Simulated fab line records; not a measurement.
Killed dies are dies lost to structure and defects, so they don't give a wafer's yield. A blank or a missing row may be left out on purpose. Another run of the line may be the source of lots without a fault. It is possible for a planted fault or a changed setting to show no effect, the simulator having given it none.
fab line records	flow nand-harc
record: lots: 12	wafers: 36	last-day: 24
route steps=1159 shown P_CONTACT@242 P_M0@274 END@1159
lots that met no fault: taken from a fault-free run of the same line
start-h: the number of hours between the record's first day and the start of the first shown wafer of the lot	wait-h: hours from the lot's prior step to this one	" identical to the entry in the row above	L1.1+2: a row that stands for several wafers	- no value, or no start was given	* or withheld: withheld	< > ~ a bound
route shown NAME@n: names a module that has steps shown in the file, with the first one's number in the route	usual: mean and standard deviation over wafers with no fault	same: alike in all rows	chamber/n: place in a boat	sites: the reading at each site	_std_site: the standard deviation of these	_edge_site: mean of outer sites minus mean of inner sites	radius-mm: how far each site lies from the wafer's centre	mask NAME#n: copy n	behind: tool/chamber where the wafer was last shaped	hold: why the lot was held/for how many hours/how that ended	device: the transistor (n, p or np) that didn't switch	end of line: the tests these same wafers got at the end of their route	for a step that has no rows: nothing shown but its recipe	killed: count of dies lost to structure and defects at first sort (not the wafer's yield)	map: a wafer's dies, marking killed ones x, the rest . and places with no die _
set.NAME: the run value of the setting; set.NAME@STEP: its run value at that earlier step	model.NAME: the simulator's own value behind a step, which no gauge read
a sample of lots followed through the steps of the route, with each step as a table and each wafer as a row
services: a tool's chamber out of use, with start hour (start-h, from the record's first day; less than 0 if before it), hours out, and reason
== steps ==
step: NHARC_P_CONTACT_STRIP_28
recipe: o2-flow-sccm: 500	ar-flow-sccm: 0	bias-w: 0	chemistry: O2
usual: drypump-motor-current-A: 6.0/0.53	oes-product-au: 0.993/0.012	rf-vpp-V: 57.7/0.84	showerhead-plenum-p-Torr: 3.52/0.13	throttle-valve-pct: 17.036/0.0091
lot.wafer	tool	chamber	start-h	wait-h	drypump-motor-current-A	oes-product-au	rf-hours-counter-h	rf-vpp-V	showerhead-plenum-p-Torr	throttle-valve-pct
L473.1	rie-diel-08	1	119.99	0.1	6.6	0.991	62	57.5	3.73	17.031
L473.4	"	2	"	"	5.8	1.005	61	57.0	3.35	17.049
L473.5	"	0	"	"	5.8	1.005	-	58.0	3.43	17.032
L474.3	rie-diel-01	2	127.96	0.1	5.1	1.012	14	57.7	3.44	17.052
L474.4	"	3	"	"	5.9	1.003	15	56.7	3.38	17.021
L474.5	"	1	"	"	6.6	1.002	-	56.5	3.50	17.023
L476.3	rie-diel-05	1	144.73	0.1	6.4	0.988	16	58.4	3.70	17.057
L476.5	"	3	"	"	6.2	0.989	-	58.4	3.42	17.039
L476.6	"	0	"	"	6.4	0.980	-	57.6	3.55	17.026
L479.3	rie-diel-01	1	159.28	0.1	6.6	0.980	1	56.5	3.50	17.043
L479.1	"	2	"	"	5.1	1.003	1	57.0	3.44	17.027
L479.5	"	1	"	"	6.7	0.991	-	57.7	3.50	17.034
L482.1	rie-diel-05	3	177.14	0.1	6.2	0.996	1	57.1	3.42	17.049
L482.6	"	0	"	"	6.4	0.989	-	58.0	3.54	17.046
L482.5	"	1	"	"	6.3	0.976	-	58.6	3.70	17.042
L483.1	rie-diel-05	0	188.74	0.1	6.4	0.975	2	57.2	3.54	17.034
L483.2	"	1	"	"	6.4	0.978	1	58.2	3.70	17.018
L483.4	"	2	"	"	5.4	0.993	1	57.4	3.67	17.031
L484.3	rie-diel-01	2	191.31	0.1	5.1	0.998	3	57.7	3.44	17.032
L484.1	"	3	"	"	5.9	1.012	4	56.9	3.38	17.028
L484.5	"	3	"	"	5.9	1.005	-	56.3	3.38	17.031
L486.4	rie-diel-05	0	202.35	0.1	6.4	0.988	3	56.2	3.54	17.043
L486.5	"	2	"	"	5.4	0.995	-	58.7	3.67	17.034
L486.6	"	3	"	"	6.2	0.984	-	57.2	3.42	17.039
L487.2	rie-diel-05	2	210.33	0.1	5.5	0.996	4	56.7	3.67	17.024
L487.6	"	2	"	"	5.5	0.994	-	57.5	3.67	17.037
L487.4	"	0	"	"	6.4	0.975	-	57.6	3.54	17.031
L491.3	rie-diel-01	2	232.74	0.1	5.1	1.011	7	58.2	3.43	17.048
L491.4	"	1	"	"	6.6	1.007	8	57.6	3.49	17.031
L491.6	"	2	"	"	5.1	1.002	-	57.7	3.44	17.047
L492.3	rie-diel-01	0	233.03	0.1	5.3	0.998	9	57.6	3.33	17.039
L492.6	"	3	"	"	5.9	0.998	-	56.6	3.38	17.035
L492.5	"	0	"	"	5.3	0.989	-	56.4	3.33	17.033
L494.2	rie-diel-05	0	248.10	0.1	6.4	0.967	8	58.9	3.54	17.011
L494.1	"	1	"	"	6.4	0.968	7	58.7	3.69	17.041
L494.6	"	3	"	"	6.2	0.993	-	57.1	3.42	17.036
step: NHARC_P_CONTACT_PVD_32
recipe: target-thk-a: 50	chamber-pressure-pa: 5	power-w: 5000	substrate-temp-c: 200	time-s: 17.7	material: Ti
usual: throttle-valve-pct: 30.3/1
lot.wafer	tool	chamber	start-h	wait-h	throttle-valve-pct
L473.4	pvd-sputter-03	-	-	-	31.9
L473.1	"	-	"	"	30.3
L473.5	"	-	"	"	31.5
L474.3	pvd-sputter-03	-	-	-	28.4
L474.4	"	-	"	"	30.5
L474.5	"	-	"	"	31.5
L476.3	pvd-sputter-02	-	-	-	28.4
L476.6	"	-	"	"	30.8
L476.5	"	-	"	"	28.6
L479.1	pvd-sputter-03	-	-	-	30.8
L479.3	"	-	"	"	28.4
L479.5	"	-	"	"	30.4
L482.1	pvd-sputter-02	-	-	-	31.1
L482.6	"	-	"	"	31.1
L482.5	"	-	"	"	30.8
L483.4	pvd-sputter-03	-	-	-	30.6
L483.2	"	-	"	"	31.1
L483.1	"	-	"	"	28.2
L484.1	pvd-sputter-01	-	-	-	30.8
L484.3	"	-	"	"	30.0
L484.5	"	-	"	"	30.3
L486.4	pvd-sputter-01	-	-	-	30.1
L486.5	"	-	"	"	30.8
L486.6	"	-	"	"	29.9
L487.4	pvd-sputter-03	-	-	-	31.0
L487.2	"	-	"	"	30.2
L487.6	"	-	"	"	28.2
L491.4	pvd-sputter-02	-	-	-	29.2
L491.3	"	-	"	"	30.8
L491.6	"	-	"	"	29.6
L492.3	pvd-sputter-01	-	-	-	30.6
L492.6	"	-	"	"	30.9
L492.5	"	-	"	"	30.5
L494.1	pvd-sputter-03	-	-	-	30.3
L494.2	"	-	"	"	28.6
L494.6	"	-	"	"	30.2
step: NHARC_P_M0_PVD_20
recipe: target-thk-a: 50	bias-v: 168.6	power-w: 15000	chamber-pressure-pa: 0.12	time-s: 8.06	substrate-temp-c: 50	material: TaN
usual: throttle-valve-pct: 30.2/0.98
lot.wafer	tool	chamber	start-h	wait-h	throttle-valve-pct
L473.4	pvd-sputter-02	-	125.38	-	30.7
L473.1	"	-	"	"	30.4
L473.5	"	-	"	"	30.6
L474.4	pvd-sputter-02	-	132.61	-	30.5
L474.3	"	-	"	"	31.5
L474.5	"	-	"	"	30.5
L476.3	pvd-sputter-02	-	149.65	-	30.6
L476.6	"	-	"	"	31.0
L476.5	"	-	"	"	30.6
L479.3	pvd-sputter-02	-	163.77	-	31.2
L479.1	"	-	"	"	30.4
L479.5	"	-	"	"	28.3
L479.3	pvd-sputter-02	-	164.04	-	31.3
L479.1	"	-	"	"	30.7
L479.5	"	-	"	"	28.4
L482.1	pvd-sputter-01	-	181.50	-	30.9
L482.5	"	-	"	"	30.5
L482.6	"	-	"	"	31.1
L482.1	pvd-sputter-01	-	181.76	-	30.6
L482.5	"	-	"	"	30.3
L482.6	"	-	"	"	30.9
L483.4	pvd-sputter-01	-	195.78	-	30.8
L483.2	"	-	"	"	30.1
L483.1	"	-	"	"	30.6
L484.1	pvd-sputter-03	-	196.93	-	31.7
L484.3	"	-	"	"	30.2
L484.5	"	-	"	"	31.1
L486.4	pvd-sputter-01	-	211.45	-	28.7
L486.6	"	-	"	"	30.7
L486.5	"	-	"	"	30.7
L486.4	pvd-sputter-01	-	211.71	-	28.7
L486.6	"	-	"	"	30.9
L486.5	"	-	"	"	30.5
L487.4	pvd-sputter-01	-	218.71	-	30.3
L487.2	"	-	"	"	30.6
L487.6	"	-	"	"	28.6
L491.4	pvd-sputter-02	-	237.17	-	29.5
L491.3	"	-	"	"	31.0
L491.6	"	-	"	"	31.3
L492.3	pvd-sputter-02	-	237.56	-	29.8
L492.6	"	-	"	"	30.8
L492.5	"	-	"	"	29.4
L494.2	pvd-sputter-01	-	252.43	-	28.5
L494.1	"	-	"	"	30.5
L494.6	"	-	"	"	30.7
step: NHARC_P_M0_DEP_32
recipe: target-thk-a: 300	temp-c: 370	target-thk-nm: 30	pressure-torr: 3	flow-sccm: 200	rf-w: 450	material: SiCN
usual: heater-power-w: 554/60
lot.wafer	tool	chamber	start-h	wait-h	heater-power-w
L473.1	pecvd-01	1	127.05	0.1	547
L473.5	"	2	"	"	502
L473.4	"	1	"	"	553
L474.3	pecvd-03	1	134.30	0.1	538
L474.5	"	0	"	"	506
L474.4	"	1	"	"	541
L476.3	pecvd-01	1	151.26	0.1	618
L476.6	"	2	"	"	509
L476.5	"	0	"	"	574
L479.3	pecvd-03	1	165.85	0.3	602
L479.1	"	2	"	"	604
L479.5	"	0	"	"	447
L482.1	pecvd-03	0	183.83	0.1	425
L482.5	"	1	"	"	539
L482.6	"	2	"	"	611
L483.1	pecvd-02	2	197.39	0.1	616
L483.2	"	1	"	"	601
L483.4	"	1	"	"	614
L484.3	pecvd-02	0	198.50	0.1	602
L484.1	"	2	"	"	602
L484.5	"	2	"	"	617
L486.4	pecvd-01	0	213.43	0.2	550
L486.5	"	1	"	"	528
L486.6	"	2	"	"	450
L487.2	pecvd-02	0	220.35	0.1	689
L487.6	"	2	"	"	596
L487.4	"	0	"	"	694
L491.3	pecvd-03	1	239.07	0.1	508
L491.4	"	2	"	"	584
L491.6	"	0	"	"	486
L492.3	pecvd-03	0	239.47	0.1	486
L492.5	"	1	"	"	561
L492.6	"	2	"	"	565
L494.2	pecvd-03	1	254.05	0.1	538
L494.1	"	2	"	"	543
L494.6	"	2	"	"	555
step: NHARC_END_SORT_01
recipe: temp-c: 25
usual: defect-limited-yield: 95.1/1.3	killed-at-array: 29/8.4	killed-at-other: 0.7/1.2	killed-at-periphery: 3.8/2.1	killed-dies: 33/9	killed-open: 3.4/2	killed-short: 2.1/1.4	sort_bin_2_pct: 1.5/0.56	sort_bin_3_pct: 0.26/0.2	sort_bin_4_pct: 3.1/0.91	sort-n-pass: 644/9	sort-rim-yield-pct: 96.2/2.2	sort-yield-pct: 95.1/1.3
same: gross-dies: 677	sort_bin_5_pct[%]: 0	sort_bin_6_pct[%]: 0	sort_bin_7_pct[%]: 0	sort_bin_8_pct[%]: 0	sort-rim-n-gross: 106.00
lot.wafer	tool	chamber	start-h	wait-h	defect-limited-yield[%]	killed-at-array	killed-at-other	killed-at-periphery	killed-dies	killed-open	killed-short	sort_bin_2_pct[%]	sort_bin_3_pct[%]	sort_bin_4_pct[%]	sort-n-pass	sort-rim-yield-pct[%]	sort-yield-pct[%]
L482.1	prober-02	0	518.89	2.5	96.5	19	0	5	24	3	1	1.2	0	2.4	653	99.1	96.5
L482.5	prober-02	0	522.07	3.7	95.3	25	0	7	32	2	2	1.2	0.59	3.0	645	98.1	95.3
L482.6	prober-02	0	522.86	4.0	96.5	22	0	2	24	2	1	1.2	0	2.4	653	95.3	96.5
L484.1	prober-01	0	518.95	2.5	96.2	21	0	5	26	4	3	1.3	0.15	2.4	651	97.2	96.2
L484.3	prober-01	0	520.55	3.1	94.8	32	0	3	35	2	3	2.1	0.30	2.8	642	97.2	94.8
L484.5	prober-01	0	522.15	3.7	94.2	33	1	5	39	3	2	1.6	0.30	3.8	638	97.2	94.2
L483.1	prober-01	0	526.72	2.5	96.0	22	3	2	27	3	0	1.2	0	2.8	650	93.4	96.0
L483.2	prober-01	0	527.53	2.8	95.6	29	0	1	30	1	0	1.5	0	3.0	647	96.2	95.6
L483.4	prober-01	0	529.15	3.4	95.1	30	2	1	33	3	2	1.2	0.15	3.5	644	93.4	95.1
killed by level:class
L482.1 A_SLIT:chamber-film-flake=11 A_CHANNEL_HOLE_D1:chamber-film-flake=3 A_CONTACT:chamber-film-flake=3 P_GATE:geometric-particle:open=1 P_M0:geometric-particle:open=1 P_M0:geometric-particle:short=1 A_ONON_D1:geometric-particle:open=1 P_STI:chamber-film-flake=1
L484.1 A_SLIT:chamber-film-flake=11 A_STAIRCASE:chamber-film-flake=4 A_CHANNEL_HOLE_D1:chamber-film-flake=3 P_CONTACT:geometric-particle:open=2 P_STI:geometric-particle:open=1 P_GATE:geometric-particle:short=1 P_M0:geometric-particle:open=1 A_CHANNEL_FILL_D1:geometric-particle:short=1
L484.3 A_SLIT:chamber-film-flake=10 A_CHANNEL_HOLE_D1:chamber-film-flake=7 A_STAIRCASE:chamber-film-flake=7 A_WL_FILL:chamber-film-flake=2 P_CONTACT:geometric-particle:short=1 A_CHANNEL_HOLE_D1:geometric-particle:short=1 A_WL_FILL:geometric-particle:open=1 A_M0:geometric-particle:open=1
L482.5 A_SLIT:chamber-film-flake=11 A_CHANNEL_HOLE_D1:chamber-film-flake=5 P_CONTACT:chamber-film-flake=3 A_CONTACT:chamber-film-flake=3 P_GATE:chamber-film-flake=2 A_WL_FILL:chamber-film-flake=2 P_GATE:geometric-particle:short=1 P_CONTACT:geometric-particle:open=1
L484.5 A_SLIT:chamber-film-flake=13 A_STAIRCASE:chamber-film-flake=10 A_CHANNEL_HOLE_D1:chamber-film-flake=5 P_CONTACT:geometric-particle:open=2 A_WL_FILL:geometric-particle:short=2 P_GATE:chamber-film-flake=2 A_CONTACT:chamber-film-flake=2 A_CHANNEL_FILL_D1:geometric-particle:open=1
L482.6 A_SLIT:chamber-film-flake=12 A_CHANNEL_HOLE_D1:chamber-film-flake=3 A_WL_FILL:chamber-film-flake=2 P_CONTACT:geometric-particle:open=1 A_ONON_D1:geometric-particle:open=1 A_WL_FILL:geometric-particle:short=1 P_GATE:chamber-film-flake=1 A_CHANNEL_FILL_D1:chamber-film-flake=1
L483.1 A_CHANNEL_HOLE_D1:chamber-film-flake=12 A_CONTACT:chamber-film-flake=6 THIN_TSV:chamber-film-flake=3 A_ONON_D1:geometric-particle:open=1 A_WL_FILL:geometric-particle:open=1 A_BLC:geometric-particle:open=1 P_GATE:chamber-film-flake=1 P_CONTACT:chamber-film-flake=1
L483.2 A_CHANNEL_HOLE_D1:chamber-film-flake=20 A_CONTACT:chamber-film-flake=4 A_STAIRCASE:chamber-film-flake=2 A_ONON_D1:geometric-particle:open=1 P_ZERO_WELL:chamber-film-flake=1 A_WL_FILL:chamber-film-flake=1 A_M0:chamber-film-flake=1
L483.4 A_CHANNEL_HOLE_D1:chamber-film-flake=17 A_STAIRCASE:chamber-film-flake=3 A_CONTACT:chamber-film-flake=3 A_ONON_D1:geometric-particle:open=2 A_WL_FILL:geometric-particle:short=2 THIN_TSV:chamber-film-flake=2 A_BLC:geometric-particle:open=1 P_GATE:chamber-film-flake=1
== services ==
tool	chamber	start-h	hours	kind
rie-diel-05	1	101.82	9.5	repair
pvd-sputter-03	-	102.00	10.0	pm
pecvd-03	0	110.28	12.4	repair
pecvd-03	-	111.22	13.0	pm
pvd-sputter-03	-	113.67	3.1	repair
rie-diel-08	-	124.88	9.0	pm
pvd-sputter-01	-	131.86	4.7	repair
rie-diel-01	-	137.80	9.0	pm
pvd-sputter-01	-	145.07	0.5	repair
pvd-sputter-03	-	145.44	7.4	repair
pecvd-02	-	153.43	13.0	pm
rie-diel-05	2	154.67	5.7	repair
pvd-sputter-01	-	158.01	10.0	pm
rie-diel-05	-	163.60	9.0	pm
pvd-sputter-03	-	180.58	0.6	repair
rie-diel-05	3	202.44	21.7	repair
rie-diel-08	1	212.14	10.4	repair
pvd-sputter-02	-	214.00	10.0	pm
pvd-sputter-01	-	214.17	1.6	repair
rie-diel-08	2	215.41	3.8	repair
rie-diel-08	0	216.33	1.2	repair
pvd-sputter-03	-	227.65	5.1	repair
rie-diel-05	-	229.85	4.7	repair
pecvd-01	-	237.19	13.0	pm
== key ==
first-sign: step: NHARC_P_M0_PVD_20	reading: visit	direction: added
effect none on later readings
met-at NHARC_P_M0_PVD_20
struck-lots L479,L482,L486
not-acting-at NHARC_P_CONTACT_STRIP_28,NHARC_P_CONTACT_PVD_32,NHARC_P_M0_DEP_32
fault: kind: repeated-step-whole	tool: pvd-sputter-01,pvd-sputter-02,pvd-sputter-03	chamber: -	onset-h: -	steps: NHARC_P_M0_PVD_20	times: 1	scope: struck-lots-only
